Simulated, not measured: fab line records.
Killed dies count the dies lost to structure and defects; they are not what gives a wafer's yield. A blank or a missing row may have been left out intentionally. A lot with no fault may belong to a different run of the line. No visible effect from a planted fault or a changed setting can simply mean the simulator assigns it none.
Which tool was responsible? :: flow n5Finfet :: Sampling: 8 lots, 24 wafers, 7 of 1938 route steps

WHAT EACH GAUGE READ, for each wafer
N5_FIN_SAQP_THK_MEAS_05. Usual: 38.0 nm for thkNm, sd 0.47.
lot: L787
measured: day 1 20:58
on: filmMetro-02
thkNm (nm): 37.3 37.7 38.0
flag: 

lot: L788
measured: day 2 06:09
on: filmMetro-02
thkNm (nm): 38.1 38.5 38.3
flag: 

lot: L797
measured: day 4 09:00
on: filmMetro-01
thkNm (nm): 38.1 66.9 38.6
flag: OFF

lot: L798
measured: day 4 16:14
on: filmMetro-02
thkNm (nm): 66.3 37.7 38.0
flag: OFF

lot: L801
measured: day 5 09:38
on: filmMetro-01
thkNm (nm): 36.9 37.2 38.0
flag: 

lot: L805
measured: day 6 09:13
on: filmMetro-02
thkNm (nm): 37.5 37.5 38.2
flag: 

lot: L807
measured: day 6 22:47
on: filmMetro-02
thkNm (nm): 37.5 37.5 38.3
flag: 

lot: L809
measured: day 7 09:05
on: filmMetro-02
thkNm (nm): 38.0 38.4 38.6
flag: 

N5_BEOL_M4_RC_MEAS_101. Usual: DIBL_N 36.4 mV/V, standard deviation 1.3; DIBL_P 36.5 mV/V, standard deviation 1.7; IOFF_N 0.154 nA/um, standard deviation 0.022; IOFF_N_85C 3.0 nA/um, standard deviation 0.36; IOFF_N_LIN 0.072 nA/um, standard deviation 0.0083; IOFF_P 0.202 nA/um, standard deviation 0.025; ION_N 671 uA/um, standard deviation 9.8; ION_P 460 uA/um, standard deviation 6.8; SS_N 71.6 mV/dec, standard deviation 0.54; SS_P 73.4 mV/dec, standard deviation 0.58; VT_N 250.9 mV, standard deviation 2.8; VT_P -251.4 mV, standard deviation 2.7.
lot: L787
measured: day 7 23:53
on: prober-01
DIBL_N (mV/V): 39.0 39.4 40.5
DIBL_P (mV/V): 37.2 37.7 39.9
IOFF_N (nA/um): 0.176 0.183 0.224
IOFF_N_85C (nA/um): 3.3 3.5 4.1
IOFF_N_LIN (nA/um): 0.081 0.083 0.099
IOFF_P (nA/um): 0.213 0.222 0.259
ION_N (uA/um): 686 683 697
ION_P (uA/um): 469 461 477
SS_N (mV/dec): 73.3 72.5 72.8
SS_P (mV/dec): 74.2 74.1 74.2
VT_N (mV): 247.0 247.6 244.5
VT_P (mV): -251.2 -249.5 -250.8
flag: 

lot: L788
measured: day 8 04:26
on: prober-02
DIBL_N (mV/V): 37.2 34.8 37.4
DIBL_P (mV/V): 35.9 33.7 36.4
IOFF_N (nA/um): 0.159 0.124 0.168
IOFF_N_85C (nA/um): 3.1 2.5 3.3
IOFF_N_LIN (nA/um): 0.074 0.061 0.078
IOFF_P (nA/um): 0.181 0.161 0.194
ION_N (uA/um): 682 668 674
ION_P (uA/um): 449 458 452
SS_N (mV/dec): 73.0 71.3 72.1
SS_P (mV/dec): 73.1 73.1 72.9
VT_N (mV): 252.0 255.4 250.2
VT_P (mV): -252.2 -252.7 -252.2
flag: 

lot: L797
measured: day 10 04:52
on: prober-01
DIBL_N (mV/V): 37.0 33.0 35.5
DIBL_P (mV/V): 36.6 31.2 34.2
IOFF_N (nA/um): 0.162 0.095 0.134
IOFF_N_85C (nA/um): 3.2 2.0 2.7
IOFF_N_LIN (nA/um): 0.078 0.049 0.064
IOFF_P (nA/um): 0.231 0.146 0.188
ION_N (uA/um): 680 650 671
ION_P (uA/um): 472 451 462
SS_N (mV/dec): 71.5 70.4 71.2
SS_P (mV/dec): 73.0 71.6 71.7
VT_N (mV): 248.9 257.2 249.6
VT_P (mV): -249.5 -256.3 -250.8
flag: 

lot: L798
measured: day 10 12:19
on: prober-02
DIBL_N (mV/V): 33.5 35.6 36.3
DIBL_P (mV/V): 32.9 36.0 37.2
IOFF_N (nA/um): 0.099 0.136 0.152
IOFF_N_85C (nA/um): 2.1 2.7 3.0
IOFF_N_LIN (nA/um): 0.050 0.067 0.073
IOFF_P (nA/um): 0.141 0.178 0.200
ION_N (uA/um): 641 664 668
ION_P (uA/um): 442 461 459
SS_N (mV/dec): 70.7 71.0 71.6
SS_P (mV/dec): 72.0 73.7 73.6
VT_N (mV): 257.9 254.1 250.8
VT_P (mV): -258.6 -253.2 -250.2
flag: 

lot: L801
measured: day 11 21:34
on: prober-02
DIBL_N (mV/V): 35.3 36.9 35.7
DIBL_P (mV/V): 35.9 37.8 35.5
IOFF_N (nA/um): 0.150 0.181 0.150
IOFF_N_85C (nA/um): 2.9 3.4 2.9
IOFF_N_LIN (nA/um): 0.071 0.081 0.070
IOFF_P (nA/um): 0.196 0.220 0.189
ION_N (uA/um): 689 689 674
ION_P (uA/um): 471 467 462
SS_N (mV/dec): 71.5 72.5 71.9
SS_P (mV/dec): 73.8 73.8 73.2
VT_N (mV): 247.1 248.2 249.2
VT_P (mV): -252.5 -249.6 -251.8
flag: 

lot: L805
measured: day 12 06:35
on: prober-02
DIBL_N (mV/V): 38.0 37.6 37.0
DIBL_P (mV/V): 37.3 37.1 36.4
IOFF_N (nA/um): 0.181 0.163 0.157
IOFF_N_85C (nA/um): 3.4 3.2 3.0
IOFF_N_LIN (nA/um): 0.080 0.075 0.072
IOFF_P (nA/um): 0.232 0.225 0.221
ION_N (uA/um): 661 672 671
ION_P (uA/um): 451 461 463
SS_N (mV/dec): 72.6 72.0 71.7
SS_P (mV/dec): 73.1 73.5 73.4
VT_N (mV): 249.9 252.3 250.5
VT_P (mV): -248.6 -251.1 -250.3
flag: 

lot: L807
measured: day 13 07:52
on: prober-01
DIBL_N (mV/V): 37.1 37.6 37.2
DIBL_P (mV/V): 35.6 37.3 37.7
IOFF_N (nA/um): 0.163 0.188 0.193
IOFF_N_85C (nA/um): 3.2 3.5 3.6
IOFF_N_LIN (nA/um): 0.073 0.083 0.086
IOFF_P (nA/um): 0.198 0.241 0.248
ION_N (uA/um): 661 676 687
ION_P (uA/um): 449 463 469
SS_N (mV/dec): 71.9 71.9 71.4
SS_P (mV/dec): 73.7 74.4 73.6
VT_N (mV): 250.8 244.2 246.1
VT_P (mV): -252.9 -245.9 -245.7
flag: 

lot: L809
measured: day 13 22:59
on: prober-01
DIBL_N (mV/V): 34.7 35.0 35.2
DIBL_P (mV/V): 34.7 35.3 36.0
IOFF_N (nA/um): 0.130 0.134 0.145
IOFF_N_85C (nA/um): 2.7 2.7 2.9
IOFF_N_LIN (nA/um): 0.062 0.065 0.070
IOFF_P (nA/um): 0.191 0.199 0.215
ION_N (uA/um): 662 679 672
ION_P (uA/um): 459 466 464
SS_N (mV/dec): 71.6 70.6 71.2
SS_P (mV/dec): 72.5 72.7 72.4
VT_N (mV): 253.3 251.0 250.8
VT_P (mV): -251.2 -248.1 -249.1
flag: 

WHICH TOOL RAN EACH LOT (tool, then ch and the chambers of the sampled wafers, then the start)
lot: L787
N5_PMOS_HMC_CHANNEL_EPI_STRIP_33: rieDiel-03 ch 0,2, day 1 17:05
N5_PMOS_HMC_CHANNEL_EPI_CMP_21: cmp-01 ch 0,2, day 1 18:55
N5_FIN_SAQP_DENSIFY_62: rtpAnneal-02 ch 0, day 1 20:39
N5_FIN_SAQP_HM_DEP_03: pecvd-03 ch 0,2, day 1 20:52
N5_FIN_SAQP_HM_OPEN_33: rieDiel-02 ch 1,2,3, day 2 02:58

lot: L788
N5_PMOS_HMC_CHANNEL_EPI_STRIP_33: rieDiel-03 ch 0,2,3, day 2 02:25
N5_PMOS_HMC_CHANNEL_EPI_CMP_21: cmp-03 ch 1,3, day 2 04:47
N5_FIN_SAQP_DENSIFY_62: rtpAnneal-01 ch 0, day 2 05:51
N5_FIN_SAQP_HM_DEP_03: pecvd-03 ch 0,1, day 2 06:04
N5_FIN_SAQP_HM_OPEN_33: rieDiel-05 ch 0,1,3, day 2 10:46

lot: L797
N5_PMOS_HMC_CHANNEL_EPI_STRIP_33: rieDiel-04 ch 0,1,2, day 4 05:13
N5_PMOS_HMC_CHANNEL_EPI_CMP_21: cmp-03 ch 0,1,2, day 4 07:31
N5_FIN_SAQP_DENSIFY_62: rtpAnneal-02 ch 0, day 4 08:44
N5_FIN_SAQP_HM_DEP_03: pecvd-03 ch 1,2, day 4 08:55
N5_FIN_SAQP_HM_OPEN_33: rieDiel-05 ch 1,2,3, day 4 13:33

lot: L798
N5_PMOS_HMC_CHANNEL_EPI_STRIP_33: rieDiel-01 ch 0,1,2, day 4 12:15
N5_PMOS_HMC_CHANNEL_EPI_CMP_21: cmp-01 ch 0,3, day 4 14:30
N5_FIN_SAQP_DENSIFY_62: rtpAnneal-02 ch 0, day 4 15:56
N5_FIN_SAQP_HM_DEP_03: pecvd-03 ch 0,2, day 4 16:08
N5_FIN_SAQP_HM_OPEN_33: rieDiel-02 ch 1,2,3, day 5 00:20

lot: L801
N5_PMOS_HMC_CHANNEL_EPI_STRIP_33: rieDiel-03 ch 0,2,3, day 5 05:27
N5_PMOS_HMC_CHANNEL_EPI_CMP_21: cmp-04 ch 0,1,2, day 5 08:16
N5_FIN_SAQP_DENSIFY_62: rtpAnneal-02 ch 0, day 5 09:22
N5_FIN_SAQP_HM_DEP_03: pecvd-02 ch 0,1,2, day 5 09:33
N5_FIN_SAQP_HM_OPEN_33: rieDiel-06 ch 1,3, day 5 15:50

lot: L805
N5_PMOS_HMC_CHANNEL_EPI_STRIP_33: rieDiel-01 ch 1,2, day 6 05:52
N5_PMOS_HMC_CHANNEL_EPI_CMP_21: cmp-01 ch 1,3, day 6 07:44
N5_FIN_SAQP_DENSIFY_62: rtpAnneal-02 ch 0, day 6 08:56
N5_FIN_SAQP_HM_DEP_03: pecvd-02 ch 0,1,2, day 6 09:08
N5_FIN_SAQP_HM_OPEN_33: rieDiel-05 ch 1,2,3, day 6 13:57

lot: L807
N5_PMOS_HMC_CHANNEL_EPI_STRIP_33: rieDiel-04 ch 1,2, day 6 17:37
N5_PMOS_HMC_CHANNEL_EPI_CMP_21: cmp-04 ch 0,1, day 6 19:34
N5_FIN_SAQP_DENSIFY_62: rtpAnneal-01 ch 0, day 6 22:30
N5_FIN_SAQP_HM_DEP_03: pecvd-02 ch 0,1, day 6 22:41
N5_FIN_SAQP_HM_OPEN_33: rieDiel-06 ch 0,3, day 7 03:28

lot: L809
N5_PMOS_HMC_CHANNEL_EPI_STRIP_33: rieDiel-04 ch 1,2, day 7 05:43
N5_PMOS_HMC_CHANNEL_EPI_CMP_21: cmp-01 ch 1,3, day 7 07:38
N5_FIN_SAQP_DENSIFY_62: rtpAnneal-02 ch 0, day 7 08:50
N5_FIN_SAQP_HM_DEP_03: pecvd-03 ch 1,2, day 7 08:59
N5_FIN_SAQP_HM_OPEN_33: rieDiel-06 ch 0,1,2, day 7 13:48
- N5_PMOS_HMC_CHANNEL_EPI_STRIP_33: strips in N2/H2.
- N5_PMOS_HMC_CHANNEL_EPI_CMP_21: polishes SiGe30, target thk 54 nm.
- N5_FIN_SAQP_DENSIFY_62: time 60 s.
- N5_FIN_SAQP_HM_DEP_03: deposits SiNx from SiH4/NH3/N2, target thk 38 nm, time 33.6 s.
- N5_FIN_SAQP_HM_OPEN_33: chemistry CH3F/O2, target SiNx, target depth 49.4 nm, time 70.6 s.

AS READ BY THE TOOLS THEMSELVES (means over the sampled wafers that have a number; for cases with no such wafer, the mark the record gives instead)
N5_PMOS_HMC_CHANNEL_EPI_STRIP_33. Usual: drypumpMotorCurrentA 5.6 A, standard deviation 0.42; oesProductAu 0.82 a.u., standard deviation 0.11; rfVppV 54.2 V, standard deviation 1.6; showerheadPlenumPTorr 3.38 Torr, standard deviation 0.13; tempC 39.99 C, standard deviation 0.11; throttleValvePct 18.89 %, standard deviation 0.23.
lot: L787
tool: rieDiel-03
drypumpMotorCurrentA (A): 5.3
oesProductAu (a.u.): 0.78
rfVppV (V): 54.2
showerheadPlenumPTorr (Torr): 3.33
tempC (C): 39.94
throttleValvePct (%): 18.95
flag: 

lot: L788
tool: rieDiel-03
drypumpMotorCurrentA (A): 5.2
oesProductAu (a.u.): 0.85
rfVppV (V): 53.7
showerheadPlenumPTorr (Torr): 3.35
tempC (C): 39.84
throttleValvePct (%): 18.93
flag: 

lot: L797
tool: rieDiel-04
drypumpMotorCurrentA (A): 5.8
oesProductAu (a.u.): 0.77
rfVppV (V): 54.3
showerheadPlenumPTorr (Torr): 3.40
tempC (C): 39.89
throttleValvePct (%): 18.87
flag: 

lot: L798
tool: rieDiel-01
drypumpMotorCurrentA (A): 5.5
oesProductAu (a.u.): 0.87
rfVppV (V): 54.7
showerheadPlenumPTorr (Torr): 3.49
tempC (C): 40.01
throttleValvePct (%): 18.96
flag: 

lot: L801
tool: rieDiel-03
drypumpMotorCurrentA (A): 5.1
oesProductAu (a.u.): 0.82
rfVppV (V): 53.5
showerheadPlenumPTorr (Torr): 3.34
tempC (C): 39.97
throttleValvePct (%): 18.97
flag: 

lot: L805
tool: rieDiel-01
drypumpMotorCurrentA (A): 5.6
oesProductAu (a.u.): 0.77
rfVppV (V): 54.0
showerheadPlenumPTorr (Torr): 3.40
tempC (C): 39.95
throttleValvePct (%): 18.94
flag: 

lot: L807
tool: rieDiel-04
drypumpMotorCurrentA (A): 5.8
oesProductAu (a.u.): 0.75
rfVppV (V): 54.7
showerheadPlenumPTorr (Torr): 3.39
tempC (C): 39.99
throttleValvePct (%): 18.89
flag: 

lot: L809
tool: rieDiel-04
drypumpMotorCurrentA (A): 5.7
oesProductAu (a.u.): 0.80
rfVppV (V): 53.0
showerheadPlenumPTorr (Torr): 3.34
tempC (C): 39.96
throttleValvePct (%): 18.85
flag: 

N5_PMOS_HMC_CHANNEL_EPI_CMP_21. Usual: 12.6 A for motorCurrentA, sd 0.9.
lot: L787
tool: cmp-01
motorCurrentA (A): 13.1
flag: 

lot: L788
tool: cmp-03
motorCurrentA (A): 12.5
flag: 

lot: L797
tool: cmp-03
motorCurrentA (A): 11.6
flag: 

lot: L798
tool: cmp-01
motorCurrentA (A): 12.6
flag: 

lot: L801
tool: cmp-04
motorCurrentA (A): 12.1
flag: 

lot: L805
tool: cmp-01
motorCurrentA (A): 12.5
flag: 

lot: L807
tool: cmp-04
motorCurrentA (A): 12.3
flag: 

lot: L809
tool: cmp-01
motorCurrentA (A): 12.8
flag: 

N5_FIN_SAQP_DENSIFY_62. Usual: lampPowerPct 9.84 %, standard deviation 0.051; lamp_zone_6_pct 9.771 %, standard deviation 0.01; wafer_temp_C_max 703.4, standard deviation 0.64.
lot: L787
tool: rtpAnneal-02
lampPowerPct (%): 9.80
lamp_zone_6_pct (%): 9.751
wafer_temp_C_max: 703.1
flag: 

lot: L788
tool: rtpAnneal-01
lampPowerPct (%): 9.82
lamp_zone_6_pct (%): 9.768
wafer_temp_C_max: 702.9
flag: 

lot: L797
tool: rtpAnneal-02
lampPowerPct (%): 9.81
lamp_zone_6_pct (%): 9.768
wafer_temp_C_max: 704.3
flag: 

lot: L798
tool: rtpAnneal-02
lampPowerPct (%): 9.84
lamp_zone_6_pct (%): 9.774
wafer_temp_C_max: 704.1
flag: 

lot: L801
tool: rtpAnneal-02
lampPowerPct (%): 9.82
lamp_zone_6_pct (%): 9.765
wafer_temp_C_max: 702.8
flag: 

lot: L805
tool: rtpAnneal-02
lampPowerPct (%): 9.87
lamp_zone_6_pct (%): 9.771
wafer_temp_C_max: 704.0
flag: 

lot: L807
tool: rtpAnneal-01
lampPowerPct (%): 9.86
lamp_zone_6_pct (%): 9.774
wafer_temp_C_max: 703.3
flag: 

lot: L809
tool: rtpAnneal-02
lampPowerPct (%): 9.75
lamp_zone_6_pct (%): 9.769
wafer_temp_C_max: 703.4
flag: 

N5_FIN_SAQP_HM_DEP_03. Usual: heaterPowerW 812 W, standard deviation 98; showerheadPlenumPTorr 5.15 Torr, standard deviation 0.066; throttleValvePct 39.4 %, standard deviation 1.3.
lot: L787
tool: pecvd-03
heaterPowerW (W): 858
showerheadPlenumPTorr (Torr): 5.12
throttleValvePct (%): 39.5
flag: 

lot: L788
tool: pecvd-03
heaterPowerW (W): 880
showerheadPlenumPTorr (Torr): 5.23
throttleValvePct (%): 39.9
flag: 

lot: L797
tool: pecvd-03
heaterPowerW (W): 779
showerheadPlenumPTorr (Torr): 5.13
throttleValvePct (%): 39.1
flag: 

lot: L798
tool: pecvd-03
heaterPowerW (W): 921
showerheadPlenumPTorr (Torr): 5.12
throttleValvePct (%): 39.9
flag: 

lot: L801
tool: pecvd-02
heaterPowerW (W): 715
showerheadPlenumPTorr (Torr): 5.14
throttleValvePct (%): 38.9
flag: 

lot: L805
tool: pecvd-02
heaterPowerW (W): 782
showerheadPlenumPTorr (Torr): 5.15
throttleValvePct (%): 38.8
flag: 

lot: L807
tool: pecvd-02
heaterPowerW (W): 811
showerheadPlenumPTorr (Torr): 5.13
throttleValvePct (%): 40.1
flag: 

lot: L809
tool: pecvd-03
heaterPowerW (W): 849
showerheadPlenumPTorr (Torr): 5.19
throttleValvePct (%): 39.5
flag: 

N5_FIN_SAQP_HM_OPEN_33. Usual: biasW 73.00 W, standard deviation 0.2; drypumpMotorCurrentA 5.8 A, standard deviation 0.38; etchRfOnTimeS 69.2 s, standard deviation 1.1; mfcArSccm 149.9 sccm, standard deviation 0.44; oes_f_703_au 0.78 a.u., standard deviation 0.085; oesProductAu 0.66 a.u., standard deviation 0.077; rfVppV 297.1 V, standard deviation 2.7; showerheadPlenumPTorr 1.98 Torr, standard deviation 0.05; throttleValvePct 16.41 %, standard deviation 0.23.
lot: L787
tool: rieDiel-02
biasW (W): 72.88
drypumpMotorCurrentA (A): 5.8
etchRfOnTimeS (s): 68.3
mfcArSccm (sccm): 149.8
oes_f_703_au (a.u.): 0.78
oesProductAu (a.u.): 0.65
rfVppV (V): 297.2
showerheadPlenumPTorr (Torr): 1.98
throttleValvePct (%): 16.59
flag: 

lot: L788
tool: rieDiel-05
biasW (W): 72.89
drypumpMotorCurrentA (A): 5.5
etchRfOnTimeS (s): 69.5
mfcArSccm (sccm): 149.3
oes_f_703_au (a.u.): 0.79
oesProductAu (a.u.): 0.68
rfVppV (V): 295.8
showerheadPlenumPTorr (Torr): 1.98
throttleValvePct (%): 16.30
flag: 

lot: L797
tool: rieDiel-05
biasW (W): 73.11
drypumpMotorCurrentA (A): 5.7
etchRfOnTimeS (s): 88.2
mfcArSccm (sccm): 150.4
oes_f_703_au (a.u.): 0.71
oesProductAu (a.u.): 0.60
rfVppV (V): 295.9
showerheadPlenumPTorr (Torr): 2.01
throttleValvePct (%): 16.53
flag: OFF

lot: L798
tool: rieDiel-02
biasW (W): 72.96
drypumpMotorCurrentA (A): 5.8
etchRfOnTimeS (s): 87.4
mfcArSccm (sccm): 149.6
oes_f_703_au (a.u.): 0.76
oesProductAu (a.u.): 0.64
rfVppV (V): 298.0
showerheadPlenumPTorr (Torr): 1.97
throttleValvePct (%): 16.63
flag: OFF

lot: L801
tool: rieDiel-06
biasW (W): 73.03
drypumpMotorCurrentA (A): 6.0
etchRfOnTimeS (s): 68.4
mfcArSccm (sccm): 150.3
oes_f_703_au (a.u.): 0.76
oesProductAu (a.u.): 0.65
rfVppV (V): 299.4
showerheadPlenumPTorr (Torr): 1.98
throttleValvePct (%): 16.45
flag: 

lot: L805
tool: rieDiel-05
biasW (W): 72.96
drypumpMotorCurrentA (A): 5.7
etchRfOnTimeS (s): 68.4
mfcArSccm (sccm): 150.0
oes_f_703_au (a.u.): 0.80
oesProductAu (a.u.): 0.68
rfVppV (V): 295.4
showerheadPlenumPTorr (Torr): 2.00
throttleValvePct (%): 16.40
flag: 

lot: L807
tool: rieDiel-06
biasW (W): 72.96
drypumpMotorCurrentA (A): 5.9
etchRfOnTimeS (s): 68.7
mfcArSccm (sccm): 150.0
oes_f_703_au (a.u.): 0.89
oesProductAu (a.u.): 0.77
rfVppV (V): 298.4
showerheadPlenumPTorr (Torr): 1.95
throttleValvePct (%): 16.23
flag: 

lot: L809
tool: rieDiel-06
biasW (W): 72.82
drypumpMotorCurrentA (A): 5.9
etchRfOnTimeS (s): 69.1
mfcArSccm (sccm): 149.8
oes_f_703_au (a.u.): 0.89
oesProductAu (a.u.): 0.78
rfVppV (V): 299.0
showerheadPlenumPTorr (Torr): 1.97
throttleValvePct (%): 16.17
flag: 

THE ANSWER, worked out from the rows above alone
Rule: lot off if the mean of its wafers having a number is beyond 3 standard deviations from the usual mean. A lot without any number at a reading at which 4 lots or more have one is off too. All remaining lots with rows at the step are treated as sound. After the gauges, taken in route order, come the tools' own readings; for these a lot's mean is taken, as printed above. At the first step where some lot is off, the reading lying furthest off is the one used; lots without a number count as furthest.
Off: L797, L798, at N5_FIN_SAQP_THK_MEAS_05 (thkNm).
If a tool, at a process step before that reading, ran all the lots that are off and no sound lot after the first of them, it fits. Not tried: the gauges at N5_FIN_SAQP_THK_MEAS_05; whatever is off there is also off at N5_FIN_SAQP_HM_OPEN_33, on other tools, and gauge error can't account for it. No candidate that was tried fits.

WHAT HAD BEEN PUT IN BY THE SIMULATOR
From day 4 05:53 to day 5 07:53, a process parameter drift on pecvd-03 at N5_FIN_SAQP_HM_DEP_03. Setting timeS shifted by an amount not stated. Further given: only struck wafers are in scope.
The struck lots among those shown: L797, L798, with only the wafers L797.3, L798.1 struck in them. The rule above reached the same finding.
